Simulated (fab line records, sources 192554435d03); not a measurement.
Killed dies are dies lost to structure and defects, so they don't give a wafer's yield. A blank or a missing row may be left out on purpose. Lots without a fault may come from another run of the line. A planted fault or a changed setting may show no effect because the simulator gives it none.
Which tool did it? | flow n5_finfet | 11 lots, 33 wafers sampled, at 4 steps of a route of 1938

WHAT THE GAUGES READ, wafer by wafer
N5_BEOL_M6_CD_MEAS_28: target cd 40 nm.
lot  | measured     | on        | cd_nm (nm)
L503 | day 8 19:03  | cd_sem-02 | 40.05 39.97 39.73
L504 | day 8 19:46  | cd_sem-02 | 40.46 40.06 39.96
L507 | day 9 15:29  | cd_sem-02 | 40.12 40.26 39.96
L511 | day 10 14:44 | cd_sem-01 | 40.32 40.58 39.76
L512 | day 11 05:54 | cd_sem-03 | 40.44 40.28 39.87
L519 | day 12 13:29 | cd_sem-03 | 39.87 39.94 39.91
L521 | day 12 14:56 | cd_sem-02 | 40.30 39.68 39.94
L518 | day 12 17:54 | cd_sem-02 | 39.52 40.08 40.05
L525 | day 14 09:49 | cd_sem-03 | 39.79 40.00 40.47
L524 | day 14 19:01 | cd_sem-02 | 39.99 39.93 39.66
L526 | day 14 23:29 | cd_sem-01 | 40.35 40.20 39.90

N5_BEOL_M6_OVL_MEAS_29.
lot  | measured     | on         | V5_OVL (nm)
L503 | day 8 19:05  | overlay-02 | -1.1 -1.2 -1.0
L504 | day 8 19:47  | overlay-02 | 0.4 0.3 0.1
L507 | day 9 15:32  | overlay-01 | -0.9 -0.3 -0.4
L511 | day 10 14:47 | overlay-02 | -0.9 -2.0 -0.6
L512 | day 11 05:56 | overlay-01 | -1.1 -1.0 -0.8
L519 | day 12 13:31 | overlay-01 | -1.4 0.9 0.3
L521 | day 12 14:58 | overlay-02 | -0.3 -0.8 0.5
L518 | day 12 17:56 | overlay-01 | 0.2 0.8 0.1
L525 | day 14 09:50 | overlay-01 | -0.5 -0.6 -0.8
L524 | day 14 19:02 | overlay-01 | -0.9 -0.8 -1.4
L526 | day 14 23:32 | overlay-02 | -0.7 -0.4 0.4

N5_BEOL_M6_OCD_MEAS_38.
lot  | measured     | on     | trench_depth_nm (nm)
L503 | day 8 19:49  | ocd-01 | 94.4 93.2 91.4
L504 | day 8 20:19  | ocd-01 | 95.6 94.4 94.8
L507 | day 9 16:02  | ocd-02 | 94.1 93.5 93.9
L511 | day 10 15:37 | ocd-02 | 93.5 94.1 93.1
L512 | day 11 06:50 | ocd-02 | 94.3 94.0 92.7
L519 | day 12 14:02 | ocd-02 | 95.1 95.5 95.4
L521 | day 12 16:02 | ocd-02 | 95.0 95.6 93.7
L518 | day 12 18:39 | ocd-02 | 94.5 94.9 95.6
L525 | day 14 10:26 | ocd-01 | 92.8 94.8 95.4
L524 | day 14 19:34 | ocd-01 | 93.5 94.5 92.5
L526 | day 15 00:14 | ocd-01 | 93.4 93.9 93.3

WHICH TOOL RAN EACH LOT (tool, then ch and the chambers of the sampled wafers, then the start)
lot  | N5_BEOL_M6_STRIP_36
L503 | rie_diel-06 ch 0,2,3, day 8 19:37
L504 | rie_diel-04 ch 0,2,3, day 8 20:07
L507 | rie_diel-03 ch 2,3, day 9 15:50
L511 | rie_diel-03 ch 0,1,2, day 10 15:25
L512 | rie_diel-03 ch 1,2,3, day 11 06:38
L519 | rie_diel-04 ch 0,1, day 12 13:50
L521 | rie_diel-04 ch 0,1,2, day 12 15:50
L518 | rie_diel-04 ch 0,3, day 12 18:27
L525 | rie_diel-06 ch 0,2, day 14 10:14
L524 | rie_diel-06 ch 0,2, day 14 19:22
L526 | rie_diel-03 ch 0,2, day 14 23:58
- N5_BEOL_M6_STRIP_36: strips in N2/H2.

WHAT THE TOOLS THEMSELVES READ (means of the sampled wafers that have a number; where no wafer has one, the mark that the record gives instead)
N5_BEOL_M6_STRIP_36.
lot  | tool        | drypump_motor_current_A (A) | h2_flow_sccm (sccm) | oes_product_au (a.u.) | rf_vpp_V (V) | showerhead_plenum_p_Torr (Torr) | temp_c (C) | throttle_valve_pct (%)
L503 | rie_diel-06 | 5.7                         | 200.4               | 0.75                  | 59.5         | 2.53                            | 39.93      | 23.7
L504 | rie_diel-04 | 5.5                         | 199.8               | 0.85                  | 58.3         | 2.62                            | 40.03      | 23.4
L507 | rie_diel-03 | 5.7                         | 200.1               | 0.93                  | 58.0         | 2.64                            | 40.07      | 23.8
L511 | rie_diel-03 | 5.5                         | 200.1               | 0.89                  | 58.9         | 2.55                            | 39.96      | 23.4
L512 | rie_diel-03 | 5.7                         | 206.7               | 0.89                  | 60.6         | 2.61                            | 39.98      | 24.0
L519 | rie_diel-04 | 5.6                         | 199.2               | 0.85                  | 59.6         | 2.62                            | 40.15      | 23.7
L521 | rie_diel-04 | 5.6                         | 199.8               | 0.82                  | 59.5         | 2.61                            | 40.00      | 23.6
L518 | rie_diel-04 | 5.5                         | 200.3               | 0.82                  | 60.4         | 2.61                            | 40.02      | 23.4
L525 | rie_diel-06 | 5.2                         | 199.9               | 0.75                  | 58.5         | 2.46                            | 40.09      | 23.8
L524 | rie_diel-06 | 5.3                         | 199.4               | 0.71                  | 59.0         | 2.48                            | 39.97      | 23.6
L526 | rie_diel-03 | 5.2                         | 200.8               | 0.79                  | 59.6         | 2.52                            | 40.05      | 23.5

THE ANSWER, worked out from the rows above alone
Rule: what is usual is taken from the lots themselves. Put in order of their means at a reading, lots are off if they are a third of the lots or fewer, leave a main group of 4 or more, and stand apart from it by a gap of 3 or more times the standard deviation of the main group's means; of several such gaps the widest counts. A main group whose means are all the same, to the digits that the tables above print for the reading, isn't used. A lot without any number at a reading at which 4 lots or more have one is off too. The other lots that the step has rows for count as sound. The gauges are gone through in route order, then the tools' own readings, and for those a lot's mean is taken as printed above. The first step at which some lot is off is used, and at that step the reading that is off furthest; a lot without a number counts as furthest.
Off: L512, at N5_BEOL_M6_STRIP_36 (h2_flow_sccm). The main group: mean 200.0 sccm, standard deviation 0.45.
A tool fits if, at that step or a process step before it, it ran every lot that is off, and no sound lot after the first of them. None of those tried fits.

WHAT THE SIMULATOR HAD PUT IN
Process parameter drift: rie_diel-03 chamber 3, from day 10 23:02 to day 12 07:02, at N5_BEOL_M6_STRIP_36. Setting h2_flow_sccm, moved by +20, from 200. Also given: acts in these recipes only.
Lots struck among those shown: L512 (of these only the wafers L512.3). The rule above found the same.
